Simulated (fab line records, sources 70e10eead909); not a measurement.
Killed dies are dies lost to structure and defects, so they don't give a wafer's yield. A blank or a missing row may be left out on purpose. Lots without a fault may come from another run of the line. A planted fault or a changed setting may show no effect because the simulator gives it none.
Which tool did it? | flow nand_harc | 12 lots, 36 wafers sampled, at 5 steps of a route of 1302

WHAT THE GAUGES READ, wafer by wafer
NHARC_A_SGD_CUT_CD_MEAS_09: target cd 100 nm. Usual: cd_nm 99.9 nm, standard deviation 0.54.
lot  | measured     | on        | cd_nm (nm)        | flag
L203 | day 20 04:10 | cd_sem-02 | 99.6 99.4 99.9    |
L205 | day 20 07:08 | cd_sem-03 | 99.8 99.6 100.5   |
L206 | day 20 16:35 | cd_sem-02 | 100.1 99.6 100.7  |
L207 | day 20 16:46 | cd_sem-03 | 99.3 98.6 99.7    |
L208 | day 21 20:48 | cd_sem-03 | 99.9 99.8 99.8    |
L211 | day 22 13:25 | cd_sem-01 | 99.9 100.7 99.8   |
L212 | day 23 09:40 | cd_sem-01 | 99.2 99.2 100.3   |
L213 | day 23 17:29 | cd_sem-02 | 99.8 100.3 99.7   |
L218 | day 26 02:29 | cd_sem-02 | 100.1 101.1 100.5 |
L222 | day 27 13:13 | cd_sem-02 | 100.5 100.1 99.4  |
L224 | day 28 10:22 | cd_sem-01 | 99.9 99.8 100.2   |
L223 | day 28 10:42 | cd_sem-01 | 99.4 100.0 99.4   |

NHARC_END_SORT_01. Usual: killed_at_array 52, standard deviation 16; killed_at_other 0.8, standard deviation 0.98; killed_at_periphery 4.2, standard deviation 2.9; killed_dies 57, standard deviation 16; killed_open 3.3, standard deviation 1.9; killed_short 2.5, standard deviation 1.5.
lot  | measured     | on        | killed_at_array | killed_at_other | killed_at_periphery | killed_dies | killed_open | killed_short | flag
L203 | day 25 05:24 | prober-01 | 57 67 59        | 2 1 1           | 1 1 2               | 60 69 62    | 7 1 4       | 2 3 3        |
L205 | day 25 11:32 | prober-01 | 18 24 25        | 0 1 1           | 0 2 0               | 18 27 26    | 0 1 1       | 3 1 4        |
L206 | day 25 20:14 | prober-01 | 28 57 52        | 0 0 0           | 8 2 0               | 36 59 52    | 3 2 4       | 5 2 1        |
L207 | day 25 18:37 | prober-02 | 53 68 73        | 0 0 0           | 4 0 0               | 57 68 73    | 3 1 2       | 0 2 2        |
L208 | day 27 00:40 | prober-02 | 82 79 66        | 0 0 0           | 3 1 7               | 85 80 73    | 3 2 8       | 5 3 3        |
L211 | day 27 16:05 | prober-02 | 61 62 50        | 3 4 4           | 3 3 1               | 67 69 55    | 3 1 5       | 3 2 1        |
L212 | day 28 16:54 | prober-02 | 56 57 70        | 1 1 2           | 4 4 4               | 61 62 76    | 7 1 3       | 2 2 3        |
L213 | day 28 23:06 | prober-02 | 72 54 59        | 1 2 1           | 10 6 13             | 83 62 73    | 5 0 7       | 4 2 5        |
L218 | day 31 06:24 | prober-02 | 74 58 72        | 1 1 2           | 9 6 6               | 84 65 80    | 1 4 7       | 2 4 1        |
L222 | day 32 17:50 | prober-01 | 53 52 30        | 1 1 0           | 3 3 8               | 57 56 38    | 3 2 4       | 1 0 3        |
L224 | day 33 13:04 | prober-02 | 31 37 38        | 3 1 1           | 2 1 4               | 36 39 43    | 3 3 4       | 0 4 4        |
L223 | day 33 13:04 | prober-01 | 17 26 23        | 0 0 2           | 3 2 3               | 20 28 28    | 3 7 2       | 0 3 4        |

WHICH TOOL RAN EACH LOT (tool, then ch and the chambers of the sampled wafers, then the start)
lot  | NHARC_A_STAIRCASE_CMP_472     | NHARC_A_SGD_CUT_ETCH_59            | NHARC_A_SGD_CUT_ETCH_16
L203 | cmp-01 ch 1,2,3, day 20 03:13 | rie_diel-09 ch 0,1,2, day 20 04:34 | rie_diel-09 ch 1,3, day 25 05:24 or earlier
L205 | cmp-01 ch 0,1, day 20 06:00   | rie_diel-11 ch 0,1,3, day 20 07:31 | rie_diel-11 ch 2,3, day 25 11:32 or earlier
L206 | cmp-03 ch 0,1,2, day 20 15:34 | rie_diel-11 ch 0,2,3, day 20 16:56 | rie_diel-11 ch 0,1,3, day 25 20:14 or earlier
L207 | cmp-01 ch 0,1,3, day 20 15:40 | rie_diel-06 ch 0,2, day 20 17:08   | rie_diel-06 ch 1,2, day 25 18:37 or earlier
L208 | cmp-03 ch 1,3, day 21 19:37   | rie_diel-06 ch 1,2,3, day 21 21:11 | rie_diel-06 ch 0,1,2, day 27 00:40 or earlier
L211 | cmp-04 ch 1,3, day 22 12:18   | rie_diel-09 ch 0,1,2, day 22 13:48 | rie_diel-09 ch 2,3, day 27 16:05 or earlier
L212 | cmp-03 ch 1,2,3, day 23 08:32 | rie_diel-06 ch 0,1,3, day 23 10:03 | rie_diel-06 ch 0,2,3, day 28 16:54 or earlier
L213 | cmp-04 ch 0,1,2, day 23 16:32 | rie_diel-09 ch 0,2,3, day 23 17:55 | rie_diel-09 ch 1,2, day 28 23:06 or earlier
L218 | cmp-03 ch 0,1, day 26 01:17   | rie_diel-09 ch 0,1, day 26 02:51   | rie_diel-09 ch 1,2,3, day 31 06:24 or earlier
L222 | cmp-01 ch 0,1, day 27 12:05   | rie_diel-09 ch 1,2, day 27 13:34   | rie_diel-09 ch 0,1, day 32 17:50 or earlier
L224 | cmp-04 ch 0,3, day 28 09:14   | rie_diel-06 ch 1,3, day 28 10:43   | rie_diel-06 ch 0,2,3, day 33 13:04 or earlier
L223 | cmp-04 ch 0,2,3, day 28 09:35 | rie_diel-09 ch 0,2,3, day 28 11:04 | rie_diel-09 ch 0,1,2, day 33 13:04 or earlier
- NHARC_A_STAIRCASE_CMP_472: polishes SiO2.
- NHARC_A_SGD_CUT_ETCH_59: etches the open film in N2/H2, target depth 260 nm, time 406.25 s.
- NHARC_A_SGD_CUT_ETCH_16: etches the open film in C4F8/O2/Ar, target depth 310.5 nm, time 155.2 s.

WHAT THE TOOLS THEMSELVES READ (means of the sampled wafers that have a number; where no wafer has one, the mark that the record gives instead)
NHARC_A_STAIRCASE_CMP_472. Usual: motor_current_A 12.7 A, standard deviation 1.1.
lot  | tool   | motor_current_A (A) | flag
L203 | cmp-01 | 12.9                |
L205 | cmp-01 | 13.6                |
L206 | cmp-03 | 13.4                |
L207 | cmp-01 | 12.5                |
L208 | cmp-03 | 12.4                |
L211 | cmp-04 | 13.5                |
L212 | cmp-03 | 13.2                |
L213 | cmp-04 | 12.6                |
L218 | cmp-03 | 14.3                |
L222 | cmp-01 | 13.8                |
L224 | cmp-04 | 11.9                |
L223 | cmp-04 | 11.9                |

NHARC_A_SGD_CUT_ETCH_59. Usual: drypump_motor_current_A 5.7 A, standard deviation 0.43; n2_flow_sccm 150.0 sccm, standard deviation 0.43; oes_product_au 0.999 a.u., standard deviation 0.015; rf_vpp_V 431.0 V, standard deviation 2.8; run_length_s 427.7 s, standard deviation 0.51; showerhead_plenum_p_Torr 2.06 Torr, standard deviation 0.099; throttle_valve_pct 14.170 %, standard deviation 0.0089.
lot  | tool        | drypump_motor_current_A (A) | n2_flow_sccm (sccm) | oes_product_au (a.u.) | rf_vpp_V (V) | run_length_s (s) | showerhead_plenum_p_Torr (Torr) | throttle_valve_pct (%) | flag
L203 | rie_diel-09 | 5.2                         | 150.3               | 0.996                 | 429.4        | 428.0            | 2.02                            | 14.162                 |
L205 | rie_diel-11 | 5.8                         | 149.9               | 0.989                 | 430.9        | 428.0            | 2.06                            | 14.163                 |
L206 | rie_diel-11 | 5.8                         | 149.7               | 0.996                 | 430.4        | 428.1            | 2.04                            | 14.165                 |
L207 | rie_diel-06 | 6.1                         | 150.1               | 0.990                 | 431.4        | 427.3            | 2.06                            | 14.173                 |
L208 | rie_diel-06 | 6.0                         | 149.8               | 1.001                 | 431.0        | 427.5            | 2.05                            | 14.165                 |
L211 | rie_diel-09 | 5.2                         | 150.4               | 1.003                 | 430.6        | 427.8            | 2.02                            | 14.170                 |
L212 | rie_diel-06 | 5.8                         | 150.0               | 1.000                 | 428.7        | 427.9            | 2.01                            | 14.168                 |
L213 | rie_diel-09 | 5.3                         | 150.3               | 1.020                 | 429.9        | 427.5            | 2.03                            | 14.167                 |
L218 | rie_diel-09 | 5.0                         | 150.4               | 0.986                 | 432.7        | 427.5            | 2.10                            | 14.171                 |
L222 | rie_diel-09 | 5.2                         | 149.9               | 0.993                 | 429.0        | 379.8            | 2.01                            | 14.168                 | OFF
L224 | rie_diel-06 | 5.8                         | 149.9               | 1.011                 | 430.9        | 427.6            | 2.06                            | 14.164                 |
L223 | rie_diel-09 | 5.3                         | 150.2               | 1.020                 | 430.0        | 379.4            | 2.02                            | 14.166                 | OFF

NHARC_A_SGD_CUT_ETCH_16. Usual: oes_product_au 0.972 a.u., standard deviation 0.018; rf_vpp_V 724 V, standard deviation 4.5; run_length_s 176.6 s, standard deviation 0.55.
lot  | tool        | oes_product_au (a.u.) | rf_vpp_V (V) | run_length_s (s) | flag
L203 | rie_diel-09 | 0.969                 | 729          | 175.9            |
L205 | rie_diel-11 | 0.975                 | 727          | 177.3            |
L206 | rie_diel-11 | 0.961                 | 724          | 176.9            |
L207 | rie_diel-06 | 0.972                 | 728          | 176.4            |
L208 | rie_diel-06 | 0.984                 | 724          | 176.3            |
L211 | rie_diel-09 | 0.983                 | 725          | 176.2            |
L212 | rie_diel-06 | 0.967                 | 721          | 176.4            |
L213 | rie_diel-09 | 0.968                 | 722          | 176.9            |
L218 | rie_diel-09 | 0.984                 | 725          | 176.3            |
L222 | rie_diel-09 | 0.960                 | 724          | 176.7            |
L224 | rie_diel-06 | 0.978                 | 721          | 176.3            |
L223 | rie_diel-09 | 0.980                 | 722          | 176.8            |

THE ANSWER, worked out from the rows above alone
Rule: a lot is off if the mean of its wafers that have a number lies more than 3 standard deviations from the usual mean. A lot without any number at a reading at which 4 lots or more have one is off too. The other lots that the step has rows for count as sound. The gauges are gone through in route order, then the tools' own readings, and for those a lot's mean is taken as printed above. The first step at which some lot is off is used, and at that step the reading that is off furthest; a lot without a number counts as furthest.
Off: L222, L223, at NHARC_A_SGD_CUT_ETCH_59 (run_length_s).
A tool fits if, at that step or a process step before it, it ran every lot that is off, and no sound lot after the first of them. One fits: rie_diel-09 at NHARC_A_SGD_CUT_ETCH_59. Its last sound lot is L218 (day 26 02:51), its first lot that is off L222 (day 27 13:34): a fault that began between those two fits.
The tool's own readings at NHARC_A_SGD_CUT_ETCH_59 bear it out: on the lots that are off they differ by more than 5 times the standard deviation of the sound lots' means. run_length_s reads 379.6 s there against 427.7 s on the sound lots.

WHAT THE SIMULATOR HAD PUT IN
Process parameter drift: rie_diel-09, from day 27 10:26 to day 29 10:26, at NHARC_A_SGD_CUT_ETCH_59. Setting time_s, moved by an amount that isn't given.
Lots struck among those shown: L222, L223. The rule above found the same.
